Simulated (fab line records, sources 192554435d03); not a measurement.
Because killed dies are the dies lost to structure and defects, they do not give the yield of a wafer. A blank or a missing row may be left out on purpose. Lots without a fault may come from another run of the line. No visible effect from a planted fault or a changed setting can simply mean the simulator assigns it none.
What tool caused it?	flow n5_finfet	24 lots, 72 wafers sampled, at 6 steps of a route of 1938

## WHAT THE GAUGES READ, wafer by wafer
N5_BEOL_M6_OVL_MEAS_29. Usual: V5_OVL -0.3 nm, standard deviation 0.89.
lot	measured	on	V5_OVL (nm)	flag
L074	day 9 18:59	overlay-01	2.0 0.9 0.8	
L075	day 9 21:54	overlay-02	-0.7 -0.1 0.4	
L076	day 10 03:11	overlay-01	-2.0 -0.9 -1.5	
L078	day 10 18:03	overlay-01	-0.8 -1.2 -1.4	
L077	day 11 02:58	overlay-01	0.8 0.5 0.2	
L079	day 11 19:53	overlay-01	0.1 -1.1 -0.5	
L080	day 11 19:59	overlay-01	-1.3 -1.4 -1.5	
L081	day 11 23:53	overlay-02	-1.0 -1.1 -2.2	
L082	day 12 04:34	overlay-01	-1.4 -0.1 -0.5	
L083	day 13 05:36	overlay-02	-1.2 -1.1 -0.9	
L084	day 13 17:49	overlay-02	1.0 1.1 0.4	
L085	day 13 21:38	overlay-01	1.3 0.4 -0.2	
L086	day 14 03:42	overlay-01	-0.2 -0.5 -0.8	
L088	day 14 03:52	overlay-02	-1.1 -0.3 0.2	
L087	day 14 08:50	overlay-01	-1.8 -1.4 -2.0	
L089	day 14 13:32	overlay-02	-1.2 -0.1 -0.2	
L090	day 14 13:44	overlay-02	0.7 -1.2 0.2	
L092	day 14 17:11	overlay-01	0.1 -0.2 0.4	
L094	day 15 03:41	overlay-01	0.2 -0.3 -1.1	
L091	day 15 05:49	overlay-01	0.8 0.8 0.6	
L095	day 15 09:41	overlay-02	-1.2 0.7 -0.2	
L093	day 15 14:07	overlay-02	0.2 0.4 0.0	
L096	day 15 13:44	overlay-02	-0.7 -1.4 -1.0	
L097	day 16 21:55	overlay-02	0.9 1.2 1.6	

N5_BEOL_M7_THK_MEAS_01. Usual: M7_ILD_THK 155.7 nm, standard deviation 2.5.
lot	measured	on	M7_ILD_THK (nm)	flag
L074	day 9 22:39	film_metro-02	156.0 156.6 154.5	
L075	day 10 01:28	film_metro-01	152.1 154.2 153.8	
L076	day 10 08:44	film_metro-02	156.0 153.9 154.0	
L078	day 10 23:08	film_metro-02	151.7 158.7 157.1	
L077	day 11 07:27	film_metro-01	156.2 156.4 152.2	
L079	day 12 00:25	film_metro-01	156.3 154.0 156.6	
L080	day 12 00:37	film_metro-02	155.9 156.4 156.0	
L081	day 12 04:59	film_metro-02	151.6 152.3 154.0	
L082	day 12 08:01	film_metro-01	152.6 157.4 154.5	
L083	day 13 10:33	film_metro-02	153.4 154.9 158.3	
L084	day 13 23:10	film_metro-02	156.1 158.4 155.7	
L085	day 14 02:25	film_metro-02	156.3 155.9 159.8	
L086	day 14 07:59	film_metro-02	154.0 155.1 154.0	
L088	day 14 08:05	film_metro-02	150.7 152.3 157.3	
L087	day 14 13:22	film_metro-02	153.4 152.6 154.8	
L089	day 14 18:29	film_metro-01	155.7 154.6 156.8	
L090	day 14 19:42	film_metro-02	156.9 154.2 154.9	
L092	day 14 22:28	film_metro-02	156.6 158.9 156.2	
L094	day 15 07:59	film_metro-02	157.5 155.6 158.6	
L091	day 15 10:26	film_metro-02	154.1 154.5 156.7	
L095	day 15 14:10	film_metro-01	158.8 159.1 162.4	
L093	day 15 19:02	film_metro-02	156.6 153.9 158.9	
L096	day 15 18:20	film_metro-01	152.5 152.9 154.4	
L097	day 17 01:44	film_metro-01	157.0 156.6 159.4	

N5_BEOL_M7_CD_MEAS_11: the cd target is 38.5 nm. Usual: cd_nm at 38.5 nm, with a standard deviation of 0.57.
lot	measured	on	cd_nm (nm)	flag
L074	day 9 23:17	cd_sem-02	38.7 38.8 37.9	
L075	day 10 03:24	cd_sem-03	37.8 38.5 37.6	
L076	day 10 10:07	cd_sem-03	38.9 38.8 38.7	
L078	day 11 00:41	cd_sem-03	38.9 39.4 39.2	
L077	day 11 09:19	cd_sem-03	38.1 38.2 38.2	
L079	day 12 01:01	cd_sem-02	38.5 37.9 38.2	
L080	day 12 01:13	cd_sem-02	38.4 38.6 38.5	
L081	day 12 05:35	cd_sem-02	38.7 39.0 39.4	
L082	day 12 09:29	cd_sem-02	38.1 37.9 38.0	
L083	day 13 12:37	cd_sem-01	37.7 37.9 37.7	
L084	day 14 01:11	cd_sem-02	37.9 38.7 38.2	
L085	day 14 04:21	cd_sem-03	38.4 38.4 38.4	
L086	day 14 09:56	cd_sem-03	38.6 39.4 39.3	
L088	day 14 10:06	cd_sem-03	38.8 38.9 39.2	
L087	day 14 15:08	cd_sem-01	37.4 38.1 37.4	
L089	day 14 18:58	cd_sem-03	39.0 38.9 39.5	
L090	day 14 23:37	cd_sem-03	38.5 39.2 38.9	
L092	day 15 00:23	cd_sem-01	38.8 38.2 39.0	
L094	day 15 09:44	cd_sem-01	39.0 39.3 38.9	
L091	day 15 11:07	cd_sem-01	38.9 39.4 38.7	
L095	day 15 14:52	cd_sem-02	37.7 38.3 38.2	
L093	day 15 22:10	cd_sem-03	38.6 38.2 38.6	
L096	day 15 22:01	cd_sem-03	38.4 39.5 38.6	
L097	day 17 02:26	cd_sem-02	38.7 37.5 37.4	

## WHICH TOOL RAN EACH LOT (tool, then ch and the chambers of the sampled wafers, then the start)
lot	N5_BEOL_M5_CMP_52	N5_BEOL_M6_STRIP_67	N5_BEOL_M6_ETCH_65
L074	cmp-04 ch 0,1,2, day 9 11:06	rie_diel-04 ch 0,3, day 9 13:41	rie_diel-06 ch 0,1,3, day 9 19:07
L075	cmp-03 ch 1,2,3, day 9 17:07	rie_diel-04 ch 0,1,2, day 9 19:05	rie_diel-04 ch 1,2, day 9 22:02
L076	cmp-02 ch 2,3, day 9 20:14	rie_diel-01 ch 0,3, day 9 23:44	rie_diel-04 ch 1,2,3, day 10 03:20
L078	cmp-04 ch 1,2,3, day 10 14:26	rie_diel-01 ch 2,3, day 10 17:29	rie_diel-01 ch 1,2, day 10 18:15
L077	cmp-04 ch 0,1,3, day 10 20:33	rie_diel-01 ch 0,1, day 11 00:07	rie_diel-06 ch 1,2,3, day 11 03:49
L079	cmp-04 ch 0,1,3, day 11 12:44	rie_diel-01 ch 0,2,3, day 11 17:32	rie_diel-04 ch 0,2,3, day 11 20:10
L080	cmp-02 ch 0,2,3, day 11 14:14	rie_diel-06 ch 0,1,3, day 11 17:43	rie_diel-01 ch 0,2,3, day 11 20:34
L081	cmp-02 ch 1,2,3, day 11 19:02	rie_diel-01 ch 0,1,3, day 11 21:53	rie_diel-04 ch 0,1,3, day 12 00:02
L082	cmp-04 ch 0,1, day 11 21:43	rie_diel-01 ch 0,3, day 12 00:06	rie_diel-04 ch 0,2,3, day 12 04:44
L083	cmp-02 ch 2,3, day 13 01:01	rie_diel-06 ch 0,2,3, day 13 04:30	rie_diel-06 ch 1,2,3, day 13 05:56
L084	cmp-02 ch 0,2,3, day 13 12:38	rie_diel-06 ch 0,3, day 13 16:32	rie_diel-06 ch 0,1, day 13 17:57
L085	cmp-02 ch 0,1,2, day 13 18:02	rie_diel-06 ch 0,1,2, day 13 20:59	rie_diel-06 ch 0,1, day 13 21:46
L086	cmp-02 ch 2,3, day 13 21:43	rie_diel-01 ch 0,3, day 14 01:52	rie_diel-06 ch 0,2, day 14 03:50
L088	cmp-04 ch 0,2,3, day 13 22:41	rie_diel-01 ch 2,3, day 14 02:08	rie_diel-01 ch 0,2, day 14 04:23
L087	cmp-03 ch 0,2, day 14 03:50	rie_diel-04 ch 2,3, day 14 06:50	rie_diel-06 ch 2,3, day 14 09:17
L089	cmp-04 ch 0,1, day 14 06:45	rie_diel-06 ch 0,3, day 14 10:43	rie_diel-06 ch 0,3, day 14 13:40
L090	cmp-03 ch 0,1,3, day 14 08:59	rie_diel-04 ch 0,1, day 14 11:34	rie_diel-04 ch 2,3, day 14 13:53
L092	cmp-02 ch 0,1,2, day 14 14:31	rie_diel-06 ch 2,3, day 14 16:37	rie_diel-04 ch 0,1, day 14 17:19
L094	cmp-03 ch 0,1, day 14 23:36	rie_diel-01 ch 0,3, day 15 02:03	rie_diel-06 ch 1,2,3, day 15 03:50
L091	cmp-02 ch 2,3, day 15 01:40	rie_diel-06 ch 1,3, day 15 05:07	rie_diel-01 ch 0,1,3, day 15 05:56
L095	cmp-04 ch 2,3, day 15 05:54	rie_diel-06 ch 0,3, day 15 08:40	rie_diel-04 ch 1,3, day 15 09:50
L093	cmp-04 ch 1,2,3, day 15 09:19	rie_diel-06 ch 0,1,2, day 15 11:50	rie_diel-04 ch 0,1,3, day 15 14:22
L096	cmp-04 ch 0,1,2, day 15 10:14	rie_diel-06 ch 0,1,3, day 15 12:20	rie_diel-06 ch 0,2,3, day 15 14:01
L097	cmp-03 ch 0,1,2, day 16 15:01	rie_diel-01 ch 0,2,3, day 16 19:17	rie_diel-06 ch 0,2,3, day 16 22:07
- N5_BEOL_M5_CMP_52: polishes, stops on SiCOH lowk, t overpolish 6.9 s, target thk 62 nm.
- N5_BEOL_M6_STRIP_67: strips in CF4.
- N5_BEOL_M6_ETCH_65: etches SiARC in CF4, target depth 15.6 nm, time 26 s.

## AS READ BY THE TOOLS THEMSELVES (means over the sampled wafers that have a number; for cases with no such wafer, the mark the record gives instead)
N5_BEOL_M5_CMP_52. Usual: barrier_field_endpoint_s 24.7 s, standard deviation 0.64; motor_current_A 5.9 A, standard deviation 0.51; overpolish_run_s 6.898 s, standard deviation 0.0083; retaining_ring_pressure_frac 1.001, standard deviation 0.0044; slurry_filter_dp_kPa 13.50 kPa, standard deviation 0.14; time_to_endpoint_s 62 s, standard deviation 3.3.
lot	tool	barrier_field_endpoint_s (s)	motor_current_A (A)	overpolish_run_s (s)	retaining_ring_pressure_frac	slurry_filter_dp_kPa (kPa)	time_to_endpoint_s (s)	flag
L074	cmp-04	23.9	5.4	6.902	0.998	13.52	61	
L075	cmp-03	25.4	6.1	6.897	0.999	13.43	62	
L076	cmp-02	24.5	6.4	6.903	1.002	13.54	63	
L078	cmp-04	25.1	5.5	6.895	0.996	13.38	61	
L077	cmp-04	23.6	5.6	6.905	0.999	13.51	61	
L079	cmp-04	24.5	5.4	6.896	1.000	13.52	63	
L080	cmp-02	25.3	6.4	6.900	1.003	13.50	61	
L081	cmp-02	24.5	6.0	6.898	1.000	13.46	61	
L082	cmp-04	25.5	5.3	6.900	0.999	13.64	67	
L083	cmp-02	23.9	6.3	6.903	0.999	13.49	57	
L084	cmp-02	24.5	6.4	6.896	1.002	13.67	61	
L085	cmp-02	25.2	6.0	6.906	1.003	13.52	65	
L086	cmp-02	24.6	6.2	6.900	1.003	13.50	63	
L088	cmp-04	24.3	5.5	6.896	1.004	13.54	65	
L087	cmp-03	24.5	6.6	6.905	1.002	13.49	63	
L089	cmp-04	24.8	5.3	6.899	0.997	13.43	66	
L090	cmp-03	25.0	6.0	6.887	1.001	13.44	61	
L092	cmp-02	24.6	5.8	6.894	0.999	13.65	61	
L094	cmp-03	24.6	6.3	6.898	1.002	13.53	64	
L091	cmp-02	25.0	6.3	6.897	1.003	13.51	63	
L095	cmp-04	24.6	5.9	6.901	1.004	13.62	65	
L093	cmp-04	25.5	5.5	6.896	1.006	13.69	68	
L096	cmp-04	24.3	5.3	6.906	1.000	13.39	63	
L097	cmp-03	24.3	6.1	6.894	1.003	13.57	62	

N5_BEOL_M6_STRIP_67. Usual: drypump_motor_current_A 5.5 A, standard deviation 0.37; oes_product_au 0.82 a.u., standard deviation 0.069; rf_vpp_V 272.0 V, standard deviation 1.5; showerhead_plenum_p_Torr 1.84 Torr, standard deviation 0.044; throttle_valve_pct 13.35 %, standard deviation 0.29.
lot	tool	drypump_motor_current_A (A)	oes_product_au (a.u.)	rf_vpp_V (V)	showerhead_plenum_p_Torr (Torr)	throttle_valve_pct (%)	flag
L074	rie_diel-04	5.6	0.90	271.3	1.84	13.11	
L075	rie_diel-04	6.1	0.79	271.4	1.82	13.58	
L076	rie_diel-01	5.7	0.86	273.2	1.87	13.11	
L078	rie_diel-01	5.4	0.84	272.4	1.84	13.29	
L077	rie_diel-01	5.7	0.81	272.9	1.88	13.32	
L079	rie_diel-01	5.7	0.83	272.8	1.86	13.22	
L080	rie_diel-06	5.2	0.79	270.7	1.78	13.49	
L081	rie_diel-01	5.5	0.80	272.4	1.86	13.42	
L082	rie_diel-01	5.7	0.85	272.0	1.86	13.15	
L083	rie_diel-06	5.2	0.82	271.7	1.79	13.30	
L084	rie_diel-06	5.1	0.80	270.8	1.80	13.32	
L085	rie_diel-06	5.5	0.84	271.5	1.81	13.29	
L086	rie_diel-01	5.7	0.82	272.8	1.86	13.20	
L088	rie_diel-01	5.4	0.81	271.5	1.83	13.35	
L087	rie_diel-04	5.8	0.74	270.1	1.78	13.58	
L089	rie_diel-06	5.0	0.92	273.8	1.89	13.20	
L090	rie_diel-04	6.1	0.80	272.3	1.83	13.46	
L092	rie_diel-06	5.4	0.90	273.8	1.85	13.13	
L094	rie_diel-01	5.4	0.82	273.5	1.84	13.30	
L091	rie_diel-06	5.4	0.82	271.8	1.83	13.55	
L095	rie_diel-06	5.0	0.89	272.4	1.89	13.21	
L093	rie_diel-06	5.4	0.82	271.0	1.81	13.32	
L096	rie_diel-06	5.2	0.84	271.5	1.84	13.36	
L097	rie_diel-01	5.7	0.78	273.6	1.84	13.32	

N5_BEOL_M6_ETCH_65. Usual: drypump_motor_current_A 5.6 A, standard deviation 0.37; etch_rf_on_time_s 26.0 s, standard deviation 0.45; oes_product_au 0.70 a.u., standard deviation 0.069; rf_vpp_V 184.5 V, standard deviation 1; showerhead_plenum_p_Torr 2.18 Torr, standard deviation 0.048; throttle_valve_pct 15.4 %, standard deviation 0.33.
lot	tool	drypump_motor_current_A (A)	etch_rf_on_time_s (s)	oes_product_au (a.u.)	rf_vpp_V (V)	showerhead_plenum_p_Torr (Torr)	throttle_valve_pct (%)	flag
L074	rie_diel-06	5.2	26.2	0.69	184.9	2.13	15.4	
L075	rie_diel-04	6.1	26.0	0.61	184.4	2.18	15.9	
L076	rie_diel-04	5.9	26.1	0.65	184.9	2.17	15.6	
L078	rie_diel-01	5.5	26.5	0.63	184.8	2.22	15.7	
L077	rie_diel-06	5.4	26.4	0.68	183.2	2.12	15.5	
L079	rie_diel-04	5.8	26.1	0.69	184.1	2.16	15.3	
L080	rie_diel-01	5.7	25.8	0.71	185.3	2.23	15.3	
L081	rie_diel-04	5.9	25.7	0.70	184.5	2.19	15.4	
L082	rie_diel-04	5.8	26.2	0.69	184.1	2.16	15.4	
L083	rie_diel-06	5.3	26.1	0.67	183.2	2.12	15.5	
L084	rie_diel-06	5.3	26.4	0.71	183.9	2.16	15.3	
L085	rie_diel-06	5.3	25.9	0.71	184.4	2.16	15.3	
L086	rie_diel-06	5.3	25.9	0.74	183.9	2.17	15.1	
L088	rie_diel-01	5.9	26.4	0.68	185.0	2.25	15.2	
L087	rie_diel-06	5.4	25.4	0.78	184.7	2.21	15.2	
L089	rie_diel-06	5.1	26.2	0.76	184.8	2.21	15.2	
L090	rie_diel-04	5.8	26.4	0.62	183.8	2.13	15.6	
L092	rie_diel-04	6.1	25.4	0.69	183.7	2.18	15.5	
L094	rie_diel-06	5.4	25.9	0.74	184.9	2.20	15.4	
L091	rie_diel-01	5.5	25.5	0.76	184.4	2.21	15.3	
L095	rie_diel-04	5.7	26.2	0.66	184.6	2.18	15.6	
L093	rie_diel-04	5.9	25.8	0.67	184.9	2.18	15.5	
L096	rie_diel-06	5.2	26.1	0.74	185.0	2.21	15.2	
L097	rie_diel-06	5.3	25.9	0.73	185.0	2.20	15.2	

## THE ANSWER, worked out from the rows above alone
Rule: lot off if the mean of its wafers having a number is beyond 3 standard deviations from the usual mean. A lot without any number at a reading at which 4 lots or more have one is off too. Any other lot the step has rows for is counted as sound. The gauges are gone through in route order, then the tools' own readings, and for those a lot's mean is taken as printed above. The first step at which some lot is off is used, and at that step the reading that is off furthest; a lot without a number counts as furthest.
No lot is off on any of the readings shown, so nothing can be concluded from this.

## WHAT WAS PUT IN BY THE SIMULATOR
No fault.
